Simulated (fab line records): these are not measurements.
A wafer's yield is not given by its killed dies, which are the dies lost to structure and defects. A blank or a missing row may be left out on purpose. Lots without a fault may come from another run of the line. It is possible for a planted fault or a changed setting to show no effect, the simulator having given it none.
fab line records + flow n5-finfet
[record]
- lots = 4
- wafers = 12
- last-day = 16
route steps=1938 shown BEOL_M11@1566 BEOL_M12@1602 BEOL_M15@1830
lots untouched by any fault: they come from a run of this same line in which no faults occurred
start-h: hours from the record's opening day to when the first of the lot's shown wafers began + wait-h: hours elapsed since this lot's preceding step + " as in the row above + L1.1+2: several wafers, shown together as one row + - no value, or no start given + * or withheld: withheld + < > ~ a bound
route shown NAME@n: a module of which the file shows steps, and the number in the route of the first + usual: mean and standard deviation over wafers with no fault + same: alike in all rows + chamber/n: place in a boat + sites: readings site by site + _std_site: standard deviation across them + _edge_site: the outer-site mean with the inner-site mean subtracted + radius-mm: for every site, how far away it sits from the centre of the wafer + mask NAME#n: copy n + behind: tool/chamber where the wafer was last shaped + hold: the reason the lot was held/the length of the hold in hours/how it ended + device: the transistor (n, p or np) that didn't switch + end of line: the route-end tests of the same wafers + a step given without rows: its recipe and nothing more + killed: dies lost to structure and defects at the first sort, not the wafer's yield + map: a wafer's dies, marking killed ones x, the rest . and places with no die _
set.NAME: setting as actually run; set.NAME@STEP: the setting as run at that earlier step + model.NAME: the simulator's own value behind a step, which no gauge read
a table for each step, a row for each wafer; lots at some steps of the route
services: a tool's chamber out of use, with start hour (start-h, from the record's first day; less than 0 if before it), hours out, and reason
[[steps]]
[step N5_BEOL_M11_PEB_26]
[recipe]
- peb-temp-c = withheld
- peb-time-s = 60
- resist = CAR-ArF
[step N5_BEOL_M11_DEVELOP_27]
[recipe]
- develop-time-s = 30
- developer = TMAH
- resist = CAR-ArF
- rinse-liquid = diw
- dry = air-spin
- dev-temp-c = 23
[step N5_BEOL_M11_DESCUM_33]
[recipe]
- chemistry = O2
- time-s = 7.9
- source-power-w = 50
- bias-power-w = 20
- pressure-mtorr = 20
- rf-frequency-hz = 2.712e+07
- temp-c = 40
- resist = CAR-ArF
- o2-flow-sccm = 225
[step N5_BEOL_M11_ETCH_65]
[recipe]
- chemistry = CF4
- target = SiARC
- target-depth-a = 390
- mask-material = CAR-ArF
- time-s = 65
- ion-energy-ev = 80
- pressure-mtorr = 40
- source-w = 545
- bias-w = 36
- Ar_flow_sccm = 100
- cf4-flow-sccm = 100
- ends = cleared
[step N5_BEOL_M11_ETCH_66]
[recipe]
- chemistry = N2/H2
- target = SOC
- target-depth-a = 1200
- overetch-a = 240
- mask-material = SiARC
- temp-c = 40
- time-s = 180
- ion-energy-ev = 200
- pressure-mtorr = 30
- source-w = 840
- bias-w = 150
- n2-flow-sccm = 200
- h2-flow-sccm = 200
[step N5_BEOL_M11_STRIP_69]
[recipe]
- chemistry = N2/H2
- temp-c = 40
- n2-flow-sccm = 200
- h2-flow-sccm = 200
- rf-frequency-hz = 6e+07
[step N5_BEOL_M11_VIA_ETCH_34]
[recipe]
- chemistry = C4F6/O2
- target = SiCOH_lowk
- target-depth-a = 1845
- mask-material = SOC
- taper-deg = 4
- time-s = 69.2
- ion-energy-ev = 250
- pressure-mtorr = 30
- source-w = 345
- bias-w = 185
- Ar_flow_sccm = 300
- C4F6_flow_sccm = 10
- O2_flow_sccm = 10
[step N5_BEOL_M11_STRIP_73]
[recipe]
- chemistry = C4F6/O2
- resist = SiARC
- rf-frequency-hz = 6e+07
[step N5_BEOL_M11_STRIP_36]
[recipe]
- chemistry = N2/H2
- power-w = 450
- temp-c = 40
- pressure-mtorr = 20
- rf-frequency-hz = 6e+07
- overash-fraction = 0.3
- bias-power-w = 7
- h2-frac = 0.5
- n2-flow-sccm = 200
- h2-flow-sccm = 200
[step N5_BEOL_M11_TRENCH_ETCH_37]
[recipe]
- chemistry = C4F6/O2
- target-depth-a = 1488.3
- target = SiCOH_lowk
- time-s = 48
- ion-energy-ev = 250
- pressure-mtorr = 30
- source-w = 345
- bias-w = 185
- Ar_flow_sccm = 300
- C4F6_flow_sccm = 10
- O2_flow_sccm = 10
[usual]
- bias-w = 185.0/0.55
- drypump-motor-current-A = 5.8/0.6
- oes_f_703_au = 0.81/0.083
- oes-product-au = 0.82/0.087
- rf-vpp-V = 673/16
- run-length-s = 71.4/0.46
- showerhead-plenum-p-Torr = 2.84/0.089
- throttle-valve-pct = 20.96/0.28
| lot.wafer | tool        | chamber | start-h | wait-h | bias-w | drypump-motor-current-A | oes_f_703_au | oes-product-au | rf-hours-counter-h | rf-vpp-V | run-length-s | showerhead-plenum-p-Torr | throttle-valve-pct | model.BEOL_M11.feature-depth-nm | model.etch.depth-nm | model.TiN_of_BEOL_M11_HM_DEP_02.thk-nm |
|-----------|-------------|---------|---------|--------|--------|-------------------------|--------------|----------------|--------------------|----------|--------------|--------------------------|--------------------|---------------------------------|---------------------|----------------------------------------|
| L769.3    | rie-diel-04 | 3       | 241.50  | -      | 185.5  | 6.6                     | 0.71         | 0.70           | 209                | 677      | 71.4         | 2.71                     | 21.27              | 145.2                           | 145.1               | 15.8                                   |
| L769.5    | "           | 2       | "       | "      | 185.5  | 5.7                     | 0.80         | 0.84           | -                  | 700      | 71.5         | 2.93                     | 21.19              | 146.8                           | 146.9               | 15.6                                   |
| L769.6    | "           | 3       | "       | "      | 185.2  | 6.6                     | 0.70         | 0.70           | -                  | 677      | 71.5         | 2.71                     | 21.27              | 144.8                           | 144.7               | 15.8                                   |
| L777.1    | rie-diel-04 | 1       | 302.26  | -      | 184.9  | 6.5                     | 0.73         | 0.77           | 136                | 682      | 78.0         | 2.88                     | 21.12              | 173.2                           | 173.2               | 15.4                                   |
| L777.3    | "           | 3       | "       | "      | 185.6  | 6.6                     | 0.69         | 0.69           | 225                | 678      | 78.3         | 2.70                     | 21.28              | 167.6                           | 167.7               | 15.6                                   |
| L777.4    | "           | 0       | "       | "      | 184.7  | 5.7                     | 0.89         | 0.91           | 25                 | 663      | 72.1         | 2.90                     | 21.16              | 154.2                           | 154.1               | 16                                     |
| L780.2    | rie-diel-04 | 0       | 334.25  | -      | 184.6  | 5.7                     | 0.87         | 0.88           | 35                 | 665      | 78.8         | 2.89                     | 21.18              | 175.4                           | 175.3               | 15                                     |
| L780.5    | "           | 2       | "       | "      | 185.1  | 5.7                     | 0.77         | 0.82           | -                  | 699      | 71.6         | 2.92                     | 21.23              | 148                             | 148.1               | 15.6                                   |
| L780.6    | "           | 3       | "       | "      | 184.8  | 6.6                     | 0.69         | 0.69           | -                  | 677      | 71.4         | 2.70                     | 21.29              | 146.2                           | 146.1               | 15.6                                   |
| L781.2    | rie-diel-03 | 1       | 335.51  | -      | 184.7  | 5.3                     | 0.73         | 0.72           | 204                | 674      | 70.9         | 2.85                     | 20.92              | 148.2                           | 148.2               | 15.8                                   |
| L781.3    | "           | 0       | "       | "      | 184.8  | 5.1                     | 0.78         | 0.80           | 121                | 671      | 71.2         | 2.85                     | 20.53              | 148                             | 148                 | 16                                     |
| L781.6    | "           | 3       | "       | "      | 185.2  | 6.3                     | 0.96         | 1.01           | -                  | 686      | 71.2         | 2.94                     | 20.73              | 149.8                           | 149.8               | 15.6                                   |
[step N5_BEOL_M11_ETCH_41]
[recipe]
- chemistry = CH3F/O2
- target = SiCN
- target-depth-a = 426
- taper-deg = 2
- time-s = 86
- ion-energy-ev = 120
- mask-material = TiN
- pressure-mtorr = 30
- source-w = 395
- bias-w = 75
- Ar_flow_sccm = 150
- CH3F_flow_sccm = 30
- O2_flow_sccm = 20
[step N5_BEOL_M11_STRIP_77]
[recipe]
- chemistry = N2/H2
- time-s = 10
- power-w = 450
- temp-c = 40
- pressure-mtorr = 20
- rf-frequency-hz = 6e+07
- bias-power-w = 7
- n2-flow-sccm = 200
- h2-flow-sccm = 200
[step N5_BEOL_M11_OCD_MEAS_38]
[usual]
- trench-depth-nm = 149.4/2.9
| lot.wafer | tool   | chamber | start-h | wait-h | trench-depth-nm |
|-----------|--------|---------|---------|--------|-----------------|
| L769.3    | ocd-01 | -       | 241.69  | -      | 144.8           |
| L769.5    | "      | -       | "       | "      | 146.9           |
| L769.6    | "      | -       | "       | "      | 145.0           |
| L777.1    | ocd-01 | -       | 302.44  | -      | 173.3           |
| L777.3    | "      | -       | "       | "      | 167.3           |
| L777.4    | "      | -       | "       | "      | 154.2           |
| L780.2    | ocd-01 | -       | 334.44  | -      | 175.2           |
| L780.5    | "      | -       | "       | "      | 147.7           |
| L780.6    | "      | -       | "       | "      | 145.7           |
| L781.2    | ocd-02 | -       | 335.69  | -      | 147.5           |
| L781.3    | "      | -       | "       | "      | 147.7           |
| L781.6    | "      | -       | "       | "      | 149.7           |
[step N5_BEOL_M11_HM_STRIP_39]
[recipe]
- chemistry = peroxide-tin-strip
- material = TiN
- target-depth-a = 250
- temp-c = 50
- time-s = 158
[step N5_BEOL_M11_SRD_40]
[recipe]
- time-s = 30
- temp-c = 23
- rinse-liquid = diw
- dry = ipa-marangoni
[step N5_BEOL_M11_PRECLEAN_42]
[recipe]
- chemistry = residue-remover
- time-s = 60
- temp-c = 40
[step N5_BEOL_M11_SRD_43]
[recipe]
- time-s = 30
- temp-c = 23
- rinse-liquid = diw
- dry = ipa-marangoni
[step N5_BEOL_M11_CURE_72]
[recipe]
- temp-c = 370
- time-s = 120
- ambient = DMADMS/He
- material = SiCOH_lowk
[step N5_BEOL_M11_DEGAS_44]
[recipe]
- ambient = vacuum
- temp-c = 250
- time-s = 60
[step N5_BEOL_M11_PRE_CLEAN_45]
[recipe]
- gas = H2/He
- time-s = 30
- temp-c = 250
[step N5_BEOL_M11_ALD_74]
[recipe]
- material = TaN
- target-thk-a = 20
- temp-c = 275
- ald-precursor-family = PDMAT
- ald-co-reactant = NH3
- pressure-torr = 3
- carrier-flow-sccm = 1500
- pulse-time-s = 2
- purge-time-s = 3
- co-reactant-purge-time-s = 2
- co-reactant-pulse-time-s = 3
- ald-cycles = 40
- precursor-vessel-temp-c = 75
- precursor-vessel-pressure-torr = 26.25
- precursor-vessel-carrier-sccm = 1000
[step N5_BEOL_M11_SURFACE_TREAT_76]
[recipe]
- gas = Ar
- time-s = *
- ion-energy-ev = *
- ion-current-ma-cm2 = 0.5
- pressure-mtorr = *
- ar-flow-sccm = 30
[step N5_BEOL_M11_CVD_75]
[recipe]
- material = Co
- target-thk-a = 20
- temp-c = withheld
- precursor = CCTBA/H2
- pressure-torr = 30
- time-s = 138.9
[step N5_BEOL_M11_SPUTTER_48]
[recipe]
- material = Cu
- target-thk-a = 120
- temp-c = -20
- bias-v = 60
- power-w = 26000
- chamber-pressure-pa = 0.13
- time-s = 2
[step N5_BEOL_M11_ECD_50]
[recipe]
- material = Cu
- target-thk-a = 3180
[step N5_BEOL_M11_ANNEAL_51]
[recipe]
- temp-c = 225
- time-s = 90
- ambient = N2
[step N5_BEOL_M11_CMP_52]
[recipe]
- stop-on = SiCOH_lowk
- t-overpolish-s = 7
- down-force-psi = 1
- platen-rpm = 50
- clearing-platen-down-force-psi = 1.5
- clearing-platen-rpm = 50
- post-cmp-clean = cu-alkaline
- target-thk-nm = 140
- clearing-platen-pad-velocity-m-s = 0.99484
- pad-velocity-m-s = 0.99484
[usual]
- barrier-field-endpoint-s = 28.6/0.76
- motor-current-A = 5.8/0.45
- overpolish-run-s = 7.000/0.01
- time-to-endpoint-s = 65/3.1
| lot.wafer | tool   | chamber | start-h | wait-h | barrier-field-endpoint-s | motor-current-A | overpolish-run-s | time-to-endpoint-s | model.Cu_of_BEOL_M11_ECD_50.thk-nm |
|-----------|--------|---------|---------|--------|--------------------------|-----------------|------------------|--------------------|------------------------------------|
| L769.3    | cmp-02 | 3       | 245.86  | 0.2    | 28.1                     | 6.1             | 6.996            | 68                 | 136.6                              |
| L769.6    | "      | 2       | "       | "      | 28.2                     | 4.9             | 7.002            | 65                 | 136.6                              |
| L769.5    | "      | 3       | "       | "      | 28.5                     | 6.6             | 7.019            | 66                 | 139.4                              |
| L777.1    | cmp-01 | 1       | 306.69  | 0.7    | 27.6                     | 6.1             | 7.003            | 60                 | 162.4                              |
| L777.4    | "      | 3       | "       | "      | 28.6                     | 6.0             | 6.991            | 62                 | 143.6                              |
| L777.3    | "      | 0       | "       | "      | 27.9                     | 6.3             | 6.998            | 61                 | 156.6                              |
| L780.2    | cmp-04 | 1       | 336.47  | 0.3    | 27.5                     | 5.9             | 6.985            | 58                 | 164.4                              |
| L780.5    | "      | 2       | "       | "      | 29.2                     | 6.0             | 7.013            | 65                 | 139                                |
| L780.6    | "      | 3       | "       | "      | 28.8                     | 5.4             | 6.986            | 62                 | 135.8                              |
| L781.2    | cmp-04 | 3       | 339.49  | 0.3    | 27.7                     | 5.7             | 7.009            | 65                 | 138.8                              |
| L781.3    | "      | 0       | "       | "      | 27.8                     | 5.6             | 6.996            | 66                 | 138.8                              |
| L781.6    | "      | 2       | "       | "      | 28.9                     | 5.8             | 7.001            | 67                 | 141.2                              |
[step N5_BEOL_M11_THK_MEAS_53]
[recipe]
- thk-meas-gauge = xrf
- reads = Cu_of_BEOL_M11_ECD_50
[usual]
- M11_THK = 140/3.1
| lot.wafer | tool          | chamber | start-h | wait-h | M11_THK[nm] |
|-----------|---------------|---------|---------|--------|-------------|
| L769.3    | film-metro-02 | -       | 246.12  | -      | 135         |
| L769.5    | "             | -       | "       | "      | 139         |
| L769.6    | "             | -       | "       | "      | 136         |
| L777.1    | film-metro-02 | -       | 306.99  | -      | 161         |
| L777.3    | "             | -       | "       | "      | 155         |
| L777.4    | "             | -       | "       | "      | 142         |
| L780.2    | film-metro-02 | -       | 336.65  | -      | 165         |
| L780.5    | "             | -       | "       | "      | 139         |
| L780.6    | "             | -       | "       | "      | 136         |
| L781.2    | film-metro-02 | -       | 339.71  | -      | 139         |
| L781.3    | "             | -       | "       | "      | 139         |
| L781.6    | "             | -       | "       | "      | 142         |
[step N5_BEOL_M11_PRE_CLEAN_55]
[recipe]
- gas = NH3
- time-s = 15
- temp-c = withheld
- rf-power-w = 300
[step N5_BEOL_M11_DEP_56]
[recipe]
- material = SiCN
- target-thk-a = 300
- temp-c = withheld
- precursor = 3MS/NH3
- pressure-torr = 3
- rf-w = 675
- time-s = 10.5
[step N5_BEOL_M11_RS_MEAS_57]
[recipe]
- thk-meas-gauge = four-point-probe
- reads = Cu_of_BEOL_M11_ECD_50+Co_of_BEOL_M11_CVD_75+TaN_of_BEOL_M11_ALD_74
[usual]
- M11_RS = 0.151/0.0034
| lot.wafer | tool          | chamber | start-h | wait-h | M11_RS[ohm/sq] |
|-----------|---------------|---------|---------|--------|----------------|
| L769.3    | film-metro-01 | -       | 246.25  | 0.0    | 0.155          |
| L769.5    | "             | -       | "       | "      | 0.152          |
| L769.6    | "             | -       | "       | "      | 0.155          |
| L777.1    | film-metro-01 | -       | 307.11  | 0.0    | 0.128          |
| L777.3    | "             | -       | "       | "      | 0.133          |
| L777.4    | "             | -       | "       | "      | 0.147          |
| L780.2    | film-metro-01 | -       | 336.78  | 0.0    | 0.126          |
| L780.5    | "             | -       | "       | "      | 0.152          |
| L780.6    | "             | -       | "       | "      | 0.156          |
| L781.2    | film-metro-02 | -       | 339.83  | 0.0    | 0.153          |
| L781.3    | "             | -       | "       | "      | 0.152          |
| L781.6    | "             | -       | "       | "      | 0.150          |
[step N5_BEOL_M12_ILD_DEP_00]
[recipe]
- material = SiOC
- target-thk-a = 6589.2
- temp-c = 350
- precursor = DEMS/O2
- pressure-torr = 5
- rf-w = 500
- time-s = 130.7
[step N5_BEOL_M12_COAT_58]
[recipe]
- resist = BARC
- temp-c = 205
- time-s = 60
- spin-rpm = 1500
- resist-thk-nm = 89
[step N5_BEOL_M12_COAT_04]
[recipe]
- spin-rpm = 1625
- resist-thk-nm = 400
[step N5_BEOL_M12_EBR_06]
[recipe]
- solvent = PGMEA
- ebr-width-mm = 1.5
[step N5_BEOL_M12_SOFTBAKE_05]
[recipe]
- temp-c = 130
- time-s = 60
[step N5_BEOL_M15_RC_MEAS_101]
[usual]
- COMB_M10 = 1.4e-11/3e-12
- COMB_M12 = 6.1e-12/1.4e-12
- COMB_M13 = 4.8e-12/1.1e-12
- COMB_M13_max_site = 7e-12/1.7e-12
- COMB_M14 = 3.6e-12/8.3e-13
- COMB_M15 = 2.3e-12/5.8e-13
- COMB_M15_max_site = 3.4e-12/8.7e-13
- COMB_M5 = 3.6e-11/7.6e-12
- COMB_M6 = 2.5e-11/4.9e-12
- COMB_M7 = 2.6e-11/5.6e-12
- COMB_M8 = 2.5e-11/5.1e-12
- COMB_M9 = 1.5e-11/3.1e-12
- SERP_M10 = 3.07/0.097
- SERP_M11 = 3.06/0.092
- SERP_M11_max_site = 3.16/0.091
- SERP_M12 = 0.643/0.015
- SERP_M13 = 0.309/0.0064
- SERP_M14 = 0.160/0.0051
- SERP_M14_max_site = 0.162/0.0052
- SERP_M5 = 39.4/1.6
- SERP_M5_max_site = 41.1/1.8
- SERP_M6 = 14.1/0.54
- SERP_M7 = 13.8/0.56
- SERP_M8 = 14.0/0.61
- SERP_M9 = 3.09/0.093
| lot.wafer | tool      | chamber | start-h | wait-h | COMB_M10[S/m] | COMB_M12[S/m] | COMB_M13[S/m] | COMB_M13_max_site[S/m] | COMB_M14[S/m] | COMB_M15[S/m] | COMB_M15_max_site[S/m] | COMB_M5[S/m] | COMB_M6[S/m] | COMB_M7[S/m] | COMB_M8[S/m] | COMB_M9[S/m] | SERP_M10[ohm/um] | SERP_M11[ohm/um] | SERP_M11_max_site[ohm/um] | SERP_M12[ohm/um] | SERP_M13[ohm/um] | SERP_M14[ohm/um] | SERP_M14_max_site[ohm/um] | SERP_M5[ohm/um] | SERP_M5_max_site[ohm/um] | SERP_M6[ohm/um] | SERP_M7[ohm/um] | SERP_M8[ohm/um] | SERP_M9[ohm/um] |
|-----------|-----------|---------|---------|--------|---------------|---------------|---------------|------------------------|---------------|---------------|------------------------|--------------|--------------|--------------|--------------|--------------|------------------|------------------|---------------------------|------------------|------------------|------------------|---------------------------|-----------------|--------------------------|-----------------|-----------------|-----------------|-----------------|
| L769.3    | prober-02 | 0       | 268.38  | 0.3    | 1.4e-11       | 4.9e-12       | 5.3e-12       | 6.8e-12                | 3.5e-12       | 1.1e-12       | 1.7e-12                | 3.7e-11      | 1.8e-11      | 2.3e-11      | 2.2e-11      | 1.9e-11      | 3.04             | 3.10             | 3.23                      | 0.638            | 0.315            | 0.157            | 0.159                     | 39.2            | 40.4                     | 14.0            | 14.4            | 14.1            | 3.24            |
| L769.5    | "         | 0       | "       | "      | 1.3e-11       | 4.3e-12       | 3.6e-12       | 5e-12                  | 1.7e-12       | 1.7e-12       | 2.2e-12                | 2.7e-11      | 2.2e-11      | 2.4e-11      | 2.6e-11      | 2.3e-11      | 3.00             | 3.06             | 3.11                      | 0.624            | 0.320            | 0.159            | 0.160                     | 40.6            | 41.9                     | 13.3            | 14.6            | 13.7            | 3.30            |
| L769.6    | "         | 0       | "       | "      | 1.6e-11       | 7.4e-12       | 3.4e-12       | 5.3e-12                | 3e-12         | 1.6e-12       | 2.3e-12                | 5.7e-11      | 1.8e-11      | 1.7e-11      | 2.3e-11      | 1.5e-11      | 3.01             | 3.13             | 3.21                      | 0.628            | 0.313            | 0.155            | 0.156                     | 39.7            | 41.2                     | 13.7            | 13.8            | 12.5            | 2.99            |
| L777.1    | prober-02 | 0       | 332.18  | 0.0    | 1.8e-11       | 6.6e-12       | 4.6e-12       | 5e-12                  | 5.6e-12       | 2.4e-12       | 3.1e-12                | 3.5e-11      | 3e-11        | 2.7e-11      | 2.5e-11      | 1.1e-11      | 3.06             | 2.60             | 2.65                      | 0.630            | 0.303            | 0.161            | 0.161                     | 39.3            | 41.0                     | 13.5            | 14.1            | 14.7            | 3.07            |
| L777.3    | "         | 0       | "       | "      | 1.7e-11       | 8.7e-12       | 4e-12         | 4.8e-12                | 3.5e-12       | 1.9e-12       | 3.1e-12                | 5e-11        | 2.9e-11      | 2.6e-11      | 2.4e-11      | 1e-11        | 3.07             | 2.69             | 2.73                      | 0.652            | 0.301            | 0.160            | 0.161                     | 39.9            | 40.5                     | 13.6            | 13.6            | 13.9            | 3.14            |
| L777.4    | "         | 0       | "       | "      | 1.1e-11       | 7.2e-12       | 4.9e-12       | 6.8e-12                | 4.2e-12       | 2.7e-12       | 3.3e-12                | 3.2e-11      | 3.3e-11      | 1.7e-11      | 2.3e-11      | 9e-12        | 2.92             | 2.97             | 3.05                      | 0.629            | 0.299            | 0.171            | 0.172                     | 37.6            | 38.8                     | 13.9            | 13.4            | 14.6            | 3.22            |
| L780.2    | prober-01 | 0       | 362.22  | 0.2    | 1.3e-11       | 4.3e-12       | 4.3e-12       | 4.9e-12                | 3.9e-12       | 2e-12         | 2.9e-12                | 4.2e-11      | 3e-11        | 2.7e-11      | 2e-11        | 1.1e-11      | 3.30             | 2.63             | 2.73                      | 0.650            | 0.315            | 0.156            | 0.158                     | 39.5            | 40.8                     | 13.6            | 13.3            | 13.8            | 3.08            |
| L780.5    | "         | 0       | "       | "      | 2e-11         | 5.3e-12       | 5.9e-12       | 7e-12                  | 4.7e-12       | 2.6e-12       | 3.3e-12                | 3.7e-11      | 2e-11        | 2.6e-11      | 2.2e-11      | 1.6e-11      | 3.24             | 3.14             | 3.18                      | 0.667            | 0.310            | 0.171            | 0.172                     | 36.1            | 40.7                     | 14.2            | 14.4            | 14.1            | 3.12            |
| L780.6    | "         | 0       | "       | "      | 2.4e-11       | 6e-12         | 5.5e-12       | 8.9e-12                | 4.6e-12       | 2.7e-12       | 3.8e-12                | 4.4e-11      | 1.7e-11      | 2.2e-11      | 2.5e-11      | 1.8e-11      | 3.02             | 3.22             | 3.31                      | 0.635            | 0.308            | 0.158            | 0.158                     | 37.8            | 39.2                     | 13.7            | 14.2            | 14.0            | 3.03            |
| L781.2    | prober-02 | 0       | 370.81  | 0.2    | 1.5e-11       | 6.5e-12       | 2.5e-12       | 3.6e-12                | 3.6e-12       | 2.5e-12       | 3.5e-12                | 2.5e-11      | 2.7e-11      | 1.6e-11      | 3.1e-11      | 9e-12        | 3.18             | 3.07             | 3.19                      | 0.621            | 0.304            | 0.159            | 0.161                     | 36.8            | 38.3                     | 13.5            | 13.5            | 14.1            | 2.93            |
| L781.3    | "         | 0       | "       | "      | 1.5e-11       | 5.1e-12       | 4e-12         | 6.5e-12                | 3.7e-12       | 2.6e-12       | 3.9e-12                | 3.2e-11      | 2.6e-11      | 2.3e-11      | 3.1e-11      | 1.1e-11      | 3.11             | 3.10             | 3.17                      | 0.651            | 0.317            | 0.155            | 0.157                     | 42.3            | 44.2                     | 14.2            | 13.8            | 15.5            | 3.16            |
| L781.6    | "         | 0       | "       | "      | 1.4e-11       | 3.8e-12       | 3.7e-12       | 6.2e-12                | 3.6e-12       | 1.9e-12       | 3.4e-12                | 3e-11        | 2.9e-11      | 2.6e-11      | 2.9e-11      | 1.6e-11      | 3.17             | 3.01             | 3.08                      | 0.642            | 0.311            | 0.159            | 0.160                     | 38.4            | 39.0                     | 14.8            | 13.8            | 13.4            | 2.98            |
// sites SERP_M11 radius-mm=0,75,75,75,75,140,140,140,140
L769.3 3.21 3.10 3.23 3.16 3.16 2.96 3.08 3.02 3.04
L777.1 2.64 2.63 2.65 2.60 2.64 2.48 2.55 2.51 2.57
L780.2 2.73 2.63 2.67 2.71 2.64 2.42 2.56 2.47 2.49
L781.2 2.96 3.07 3.06 3.07 3.03 3.19 3.11 3.12 3.08
[[services]]
| tool        | chamber | start-h | hours | kind                           |
|-------------|---------|---------|-------|--------------------------------|
| rie-diel-04 | 1       | 221.30  | 13.8  | repair                         |
| cmp-04      | -       | 222.71  | 5.0   | pm                             |
| cmp-01      | -       | 223.18  | 1.3   | repair                         |
| cmp-02      | -       | 235.02  | 4.0   | pm                             |
| cmp-02      | -       | 239.02  | -     | consumable-replace:conditioner |
| cmp-02      | -       | 239.02  | -     | consumable-replace:pad         |
| rie-diel-03 | 2       | 265.86  | -     | clean                          |
| rie-diel-03 | 2       | 265.86  | -     | consumable-replace:focus-ring  |
| rie-diel-03 | 2       | 265.86  | -     | consumable-replace:showerhead  |
| rie-diel-03 | 2       | 265.86  | 14.9  | scheduled-down                 |
| rie-diel-03 | 2       | 265.86  | 14.9  | vent-cycle                     |
| cmp-01      | -       | 269.35  | 1.0   | repair                         |
| rie-diel-04 | 2       | 273.35  | 7.5   | repair                         |
| cmp-02      | -       | 288.05  | 1.8   | repair                         |
| cmp-04      | -       | 303.32  | 4.0   | pm                             |
| cmp-02      | -       | 304.67  | 2.7   | repair                         |
| cmp-04      | -       | 307.32  | -     | consumable-replace:conditioner |
| cmp-04      | -       | 307.32  | -     | consumable-replace:pad         |
| rie-diel-03 | 3       | 316.84  | -     | clean                          |
| rie-diel-03 | 3       | 316.84  | -     | consumable-replace:focus-ring  |
| rie-diel-03 | 3       | 316.84  | 13.1  | scheduled-down                 |
| rie-diel-03 | 3       | 316.84  | 13.1  | vent-cycle                     |
| rie-diel-04 | 1       | 328.93  | 6.7   | repair                         |
| cmp-02      | -       | 338.04  | 3.0   | repair                         |
[[key]]
[first-sign]
- step = N5_BEOL_M11_TRENCH_ETCH_37
- reading = run-length-s
- direction = up
- sigmas = 15
- usual = *
- struck = *
[effect]
- step = N5_BEOL_M11_OCD_MEAS_38
- reading = trench-depth-nm
- direction = up
- sigmas = 7.8
- usual = 149.4
- struck = 171.9
[effect]
- step = N5_BEOL_M11_THK_MEAS_53
- reading = M11_THK
- direction = up
- sigmas = 6.7
- usual = 140
- struck = 160
[effect]
- step = N5_BEOL_M11_RS_MEAS_57
- reading = M11_RS
- direction = down
- sigmas = 6.3
- usual = 0.151
- struck = 0.129
[effect]
- step = N5_BEOL_M15_RC_MEAS_101
- reading = SERP_M11
- direction = down
- sigmas = 4.6
- usual = 3.06
- struck = 2.64
[model-effect]
- step = N5_BEOL_M11_TRENCH_ETCH_37
- value = BEOL_M11.feature-depth-nm
- without = 149.2
- struck = 172.1
[model-effect]
- step = N5_BEOL_M11_CMP_52
- value = Cu_of_BEOL_M11_ECD_50.thk-nm
- without = 138.3
- struck = 161.1
met-at N5_BEOL_M11_TRENCH_ETCH_37
struck-wafers L777.1,L777.3,L780.2
onset-between 241.50 302.26
[fault]
- kind = process-parameter-drift
- tool = rie-diel-04
- chamber = -
- onset-h = 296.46
- steps = N5_BEOL_M11_TRENCH_ETCH_37
- channel = time-s
- offset = *
- shape = step
- end-h = 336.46
- scope = struck-wafers-only
- acts-in = *
- stated = *
